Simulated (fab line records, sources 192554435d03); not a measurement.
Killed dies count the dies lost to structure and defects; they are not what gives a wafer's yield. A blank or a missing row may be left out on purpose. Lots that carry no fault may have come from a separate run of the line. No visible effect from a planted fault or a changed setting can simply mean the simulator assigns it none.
Matching of chambers ; flow n5Finfet ; N5_BEOL_M12_DESCUM_15 on rieDiel-03: 4 sister chambers
The step chemistry O2, time 7.9 s. 4 wafers are shown with their chamber, then 8 later ones without.

WAFERS WITH THEIR CHAMBER
wafer;chamber;showerheadPlenumPTorr (Torr)
L091.1;3;2.11
L091.4;1;2.24
L089.4;0;2.07
L093.1;2;2.20

WAFERS WHOSE CHAMBER IS MISSING
wafer;showerheadPlenumPTorr (Torr)
L093.2;2.23
L093.3;2.11
L093.4;2.07
L093.5;2.20
L093.6;2.23
L092.2;2.11
L092.3;2.07
L092.4;2.19

EACH ONE'S CHAMBER
wafer;from the rows above;in truth
L093.2;1;1
L093.3;3;3
L093.4;0;0
L093.5;2;2
L093.6;1;1
L092.2;3;3
L092.3;0;0
L092.4;2;2
Placed correctly: 8 of 8. Left unplaced by these rows: 0. Wrongly placed: 0.
How it was worked out, from the rows above alone: a wafer's distance from a chamber is the root of the sum, over the readings, of the square of ((its reading less the chamber's mean) divided by the reading's scatter). The wafer belongs to the nearest chamber; if the next one is less than 2 further off, it can't be placed. The mean given for a chamber averages the wafers shown for that chamber. The scatter: root of mean squared gap, hidden wafer to nearest shown wafer, with one shown wafer a chamber.
